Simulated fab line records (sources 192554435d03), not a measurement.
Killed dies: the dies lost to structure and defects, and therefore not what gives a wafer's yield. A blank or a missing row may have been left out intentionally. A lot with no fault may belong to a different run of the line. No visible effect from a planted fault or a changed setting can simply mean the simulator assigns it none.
Split-lot experiment || flow n5-finfet || route with 1938 steps; 7 lots, 39 wafers read

## ABOUT THE SPLIT
At N5_MOL_CONTACT_COAG_SPUTTER_143 (material Co, target thk 2.5 nm), the setting target-thk-a was moved away from the recipe's 25 angstrom on 12 of the 39 wafers read, by -51.1% to +55.6%. This setting was run at the recipe's value on the other wafers.

The split's own step is where the reading is taken.

## THE READING
Co_of_MOL_CONTACT_COAG_SPUTTER_143.thk-nm (the simulator's own value, which no gauge read), in nm, at N5_MOL_CONTACT_COAG_SPUTTER_143 (material Co, target thk 2.5 nm). There is no usual value for it anywhere in the file. Across the 27 wafers here that went through the recipe, the average is 2.5 nm and the standard deviation 0.11 nm.

{"wafer": "L080.1", "tool, chamber at the split": "pvd-sputter-03, -", "target-thk-a as run, angstrom": 38.89, "against the recipe": "+55.6%", "Co_of_MOL_CONTACT_COAG_SPUTTER_143.thk-nm, nm": 4, "against lot-mates on the recipe": "+1.4"}
{"wafer": "L080.2", "tool, chamber at the split": "pvd-sputter-03, -", "target-thk-a as run, angstrom": 38.89, "against the recipe": "+55.6%", "Co_of_MOL_CONTACT_COAG_SPUTTER_143.thk-nm, nm": 4, "against lot-mates on the recipe": "+1.4"}
{"wafer": "L080.6", "tool, chamber at the split": "pvd-sputter-03, -", "target-thk-a as run, angstrom": 38.89, "against the recipe": "+55.6%", "Co_of_MOL_CONTACT_COAG_SPUTTER_143.thk-nm, nm": 4, "against lot-mates on the recipe": "+1.4"}
{"wafer": "L080.3", "tool, chamber at the split": "pvd-sputter-03, -", "target-thk-a as run, angstrom": 25, "against the recipe": "recipe", "Co_of_MOL_CONTACT_COAG_SPUTTER_143.thk-nm, nm": 2.6, "against lot-mates on the recipe": "-"}
{"wafer": "L080.4", "tool, chamber at the split": "pvd-sputter-03, -", "target-thk-a as run, angstrom": 25, "against the recipe": "recipe", "Co_of_MOL_CONTACT_COAG_SPUTTER_143.thk-nm, nm": 2.6, "against lot-mates on the recipe": "-"}
{"wafer": "L080.5", "tool, chamber at the split": "pvd-sputter-03, -", "target-thk-a as run, angstrom": 25, "against the recipe": "recipe", "Co_of_MOL_CONTACT_COAG_SPUTTER_143.thk-nm, nm": 2.6, "against lot-mates on the recipe": "-"}
{"wafer": "L079.1", "tool, chamber at the split": "pvd-sputter-03, -", "target-thk-a as run, angstrom": 21.11, "against the recipe": "-15.6%", "Co_of_MOL_CONTACT_COAG_SPUTTER_143.thk-nm, nm": 2, "against lot-mates on the recipe": -0.4}
{"wafer": "L079.6", "tool, chamber at the split": "pvd-sputter-03, -", "target-thk-a as run, angstrom": 21.11, "against the recipe": "-15.6%", "Co_of_MOL_CONTACT_COAG_SPUTTER_143.thk-nm, nm": 2, "against lot-mates on the recipe": -0.4}
{"wafer": "L079.2", "tool, chamber at the split": "pvd-sputter-03, -", "target-thk-a as run, angstrom": 25, "against the recipe": "recipe", "Co_of_MOL_CONTACT_COAG_SPUTTER_143.thk-nm, nm": 2.4, "against lot-mates on the recipe": "-"}
{"wafer": "L079.4", "tool, chamber at the split": "pvd-sputter-03, -", "target-thk-a as run, angstrom": 25, "against the recipe": "recipe", "Co_of_MOL_CONTACT_COAG_SPUTTER_143.thk-nm, nm": 2.4, "against lot-mates on the recipe": "-"}
{"wafer": "L079.5", "tool, chamber at the split": "pvd-sputter-03, -", "target-thk-a as run, angstrom": 25, "against the recipe": "recipe", "Co_of_MOL_CONTACT_COAG_SPUTTER_143.thk-nm, nm": 2.4, "against lot-mates on the recipe": "-"}
{"wafer": "L079.3", "tool, chamber at the split": "pvd-sputter-03, -", "target-thk-a as run, angstrom": 21.11, "against the recipe": "-15.6%", "Co_of_MOL_CONTACT_COAG_SPUTTER_143.thk-nm, nm": 2.2, "against lot-mates on the recipe": -0.2}
{"wafer": "L082.1", "tool, chamber at the split": "pvd-sputter-03, -", "target-thk-a as run, angstrom": 25, "against the recipe": "recipe", "Co_of_MOL_CONTACT_COAG_SPUTTER_143.thk-nm, nm": 2.4, "against lot-mates on the recipe": "-"}
{"wafer": "L082.3", "tool, chamber at the split": "pvd-sputter-03, -", "target-thk-a as run, angstrom": 25, "against the recipe": "recipe", "Co_of_MOL_CONTACT_COAG_SPUTTER_143.thk-nm, nm": 2.4, "against lot-mates on the recipe": "-"}
{"wafer": "L082.6", "tool, chamber at the split": "pvd-sputter-03, -", "target-thk-a as run, angstrom": 25, "against the recipe": "recipe", "Co_of_MOL_CONTACT_COAG_SPUTTER_143.thk-nm, nm": 2.4, "against lot-mates on the recipe": "-"}
{"wafer": "L082.2", "tool, chamber at the split": "pvd-sputter-03, -", "target-thk-a as run, angstrom": 18.72, "against the recipe": "-25.1%", "Co_of_MOL_CONTACT_COAG_SPUTTER_143.thk-nm, nm": 1.8, "against lot-mates on the recipe": -0.6}
{"wafer": "L082.4", "tool, chamber at the split": "pvd-sputter-03, -", "target-thk-a as run, angstrom": 18.72, "against the recipe": "-25.1%", "Co_of_MOL_CONTACT_COAG_SPUTTER_143.thk-nm, nm": 1.8, "against lot-mates on the recipe": -0.6}
{"wafer": "L082.5", "tool, chamber at the split": "pvd-sputter-03, -", "target-thk-a as run, angstrom": 18.72, "against the recipe": "-25.1%", "Co_of_MOL_CONTACT_COAG_SPUTTER_143.thk-nm, nm": 1.8, "against lot-mates on the recipe": -0.6}
{"wafer": "L085.1", "tool, chamber at the split": "pvd-sputter-02, -", "target-thk-a as run, angstrom": 25, "against the recipe": "recipe", "Co_of_MOL_CONTACT_COAG_SPUTTER_143.thk-nm, nm": 2.6, "against lot-mates on the recipe": "-"}
{"wafer": "L085.3", "tool, chamber at the split": "pvd-sputter-02, -", "target-thk-a as run, angstrom": 25, "against the recipe": "recipe", "Co_of_MOL_CONTACT_COAG_SPUTTER_143.thk-nm, nm": 2.6, "against lot-mates on the recipe": "-"}
{"wafer": "L085.6", "tool, chamber at the split": "pvd-sputter-02, -", "target-thk-a as run, angstrom": 25, "against the recipe": "recipe", "Co_of_MOL_CONTACT_COAG_SPUTTER_143.thk-nm, nm": 2.6, "against lot-mates on the recipe": "-"}
{"wafer": "L085.2", "tool, chamber at the split": "pvd-sputter-02, -", "target-thk-a as run, angstrom": 12.23, "against the recipe": "-51.1%", "Co_of_MOL_CONTACT_COAG_SPUTTER_143.thk-nm, nm": 1.4, "against lot-mates on the recipe": -1.2}
{"wafer": "L085.4", "tool, chamber at the split": "pvd-sputter-02, -", "target-thk-a as run, angstrom": 12.23, "against the recipe": "-51.1%", "Co_of_MOL_CONTACT_COAG_SPUTTER_143.thk-nm, nm": 1.2, "against lot-mates on the recipe": -1.4}
{"wafer": "L085.5", "tool, chamber at the split": "pvd-sputter-02, -", "target-thk-a as run, angstrom": 12.23, "against the recipe": "-51.1%", "Co_of_MOL_CONTACT_COAG_SPUTTER_143.thk-nm, nm": 1.2, "against lot-mates on the recipe": -1.4}
{"wafer": "L086.1", "tool, chamber at the split": "pvd-sputter-02, -", "target-thk-a as run, angstrom": 25, "against the recipe": "recipe", "Co_of_MOL_CONTACT_COAG_SPUTTER_143.thk-nm, nm": 2.6, "against lot-mates on the recipe": "-"}
{"wafer": "L086.2", "tool, chamber at the split": "pvd-sputter-02, -", "target-thk-a as run, angstrom": 25, "against the recipe": "recipe", "Co_of_MOL_CONTACT_COAG_SPUTTER_143.thk-nm, nm": 2.6, "against lot-mates on the recipe": "-"}
{"wafer": "L086.4", "tool, chamber at the split": "pvd-sputter-02, -", "target-thk-a as run, angstrom": 25, "against the recipe": "recipe", "Co_of_MOL_CONTACT_COAG_SPUTTER_143.thk-nm, nm": 2.6, "against lot-mates on the recipe": "-"}
{"wafer": "L090.1", "tool, chamber at the split": "pvd-sputter-01, -", "target-thk-a as run, angstrom": 25, "against the recipe": "recipe", "Co_of_MOL_CONTACT_COAG_SPUTTER_143.thk-nm, nm": 2.6, "against lot-mates on the recipe": "-"}
{"wafer": "L090.3", "tool, chamber at the split": "pvd-sputter-01, -", "target-thk-a as run, angstrom": 25, "against the recipe": "recipe", "Co_of_MOL_CONTACT_COAG_SPUTTER_143.thk-nm, nm": 2.6, "against lot-mates on the recipe": "-"}
{"wafer": "L090.4", "tool, chamber at the split": "pvd-sputter-01, -", "target-thk-a as run, angstrom": 25, "against the recipe": "recipe", "Co_of_MOL_CONTACT_COAG_SPUTTER_143.thk-nm, nm": 2.6, "against lot-mates on the recipe": "-"}
{"wafer": "L090.5", "tool, chamber at the split": "pvd-sputter-01, -", "target-thk-a as run, angstrom": 25, "against the recipe": "recipe", "Co_of_MOL_CONTACT_COAG_SPUTTER_143.thk-nm, nm": 2.6, "against lot-mates on the recipe": "-"}
{"wafer": "L090.6", "tool, chamber at the split": "pvd-sputter-01, -", "target-thk-a as run, angstrom": 25, "against the recipe": "recipe", "Co_of_MOL_CONTACT_COAG_SPUTTER_143.thk-nm, nm": 2.6, "against lot-mates on the recipe": "-"}
{"wafer": "L090.2", "tool, chamber at the split": "pvd-sputter-01, -", "target-thk-a as run, angstrom": 25, "against the recipe": "recipe", "Co_of_MOL_CONTACT_COAG_SPUTTER_143.thk-nm, nm": 2.8, "against lot-mates on the recipe": "-"}
{"wafer": "L094.1", "tool, chamber at the split": "pvd-sputter-03, -", "target-thk-a as run, angstrom": 25, "against the recipe": "recipe", "Co_of_MOL_CONTACT_COAG_SPUTTER_143.thk-nm, nm": 2.4, "against lot-mates on the recipe": "-"}
{"wafer": "L094.2", "tool, chamber at the split": "pvd-sputter-03, -", "target-thk-a as run, angstrom": 25, "against the recipe": "recipe", "Co_of_MOL_CONTACT_COAG_SPUTTER_143.thk-nm, nm": 2.4, "against lot-mates on the recipe": "-"}
{"wafer": "L094.3", "tool, chamber at the split": "pvd-sputter-03, -", "target-thk-a as run, angstrom": 25, "against the recipe": "recipe", "Co_of_MOL_CONTACT_COAG_SPUTTER_143.thk-nm, nm": 2.4, "against lot-mates on the recipe": "-"}
{"wafer": "L094.4", "tool, chamber at the split": "pvd-sputter-03, -", "target-thk-a as run, angstrom": 25, "against the recipe": "recipe", "Co_of_MOL_CONTACT_COAG_SPUTTER_143.thk-nm, nm": 2.4, "against lot-mates on the recipe": "-"}
{"wafer": "L094.6", "tool, chamber at the split": "pvd-sputter-03, -", "target-thk-a as run, angstrom": 25, "against the recipe": "recipe", "Co_of_MOL_CONTACT_COAG_SPUTTER_143.thk-nm, nm": 2.4, "against lot-mates on the recipe": "-"}
{"wafer": "L094.5", "tool, chamber at the split": "pvd-sputter-03, -", "target-thk-a as run, angstrom": 25, "against the recipe": "recipe", "Co_of_MOL_CONTACT_COAG_SPUTTER_143.thk-nm, nm": 2.6, "against lot-mates on the recipe": "-"}

THE FIT
A straight line over all 39 wafers: Co_of_MOL_CONTACT_COAG_SPUTTER_143.thk-nm changes by +0.0261 nm for each +1% of target-thk-a; r = +0.98; the points scatter about the line by 0.11 nm.
The same after taking each lot's own level away (the mean of its wafers on the recipe; 39 wafers): +0.0253 nm for each +1%; r = +0.99; scatter 0.061 nm.
That fit puts the effect of the largest move of target-thk-a on the reading at 1.4 nm.
From 2.40 to 2.63 nm: that is the span of the lots' own levels, equal to 2.1 times the standard deviation above.
The two slopes agree, so the slope changes little with the lot-to-lot level.
Check: +1.41 nm against its lot-mates is what the line predicts for one of the wafers moved furthest among these (+55.6%) when that wafer is left out of the fit. It came out at +1.4 nm against them.

## FURTHER SPLITS ON THESE WAFERS
Before the reading, these wafers also passed through other splits. Each is held against what the fit with the lots' levels taken away leaves over:
{"other split on the same wafers": "N5_FIN_SAQP_HM_DEP_72 target-thk-a", "wafers away from the commonest value": 12, "r with Co_of_MOL_CONTACT_COAG_SPUTTER_143.thk-nm (lot level and that fit taken away)": "+0.11"}
{"other split on the same wafers": "N5_SD_EPI_N_DESCUM_14 time-s", "wafers away from the commonest value": 15, "r with Co_of_MOL_CONTACT_COAG_SPUTTER_143.thk-nm (lot level and that fit taken away)": "+0.10"}
{"other split on the same wafers": "N5_HKMG_FIN_HK_ALD_01 ald-cycles", "wafers away from the commonest value": 12, "r with Co_of_MOL_CONTACT_COAG_SPUTTER_143.thk-nm (lot level and that fit taken away)": "+0.18"}

## FILE'S OWN FIT
Co_of_MOL_CONTACT_COAG_SPUTTER_143.thk-nm changes by +0.0253 nm for each +1% of target-thk-a, r = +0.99.
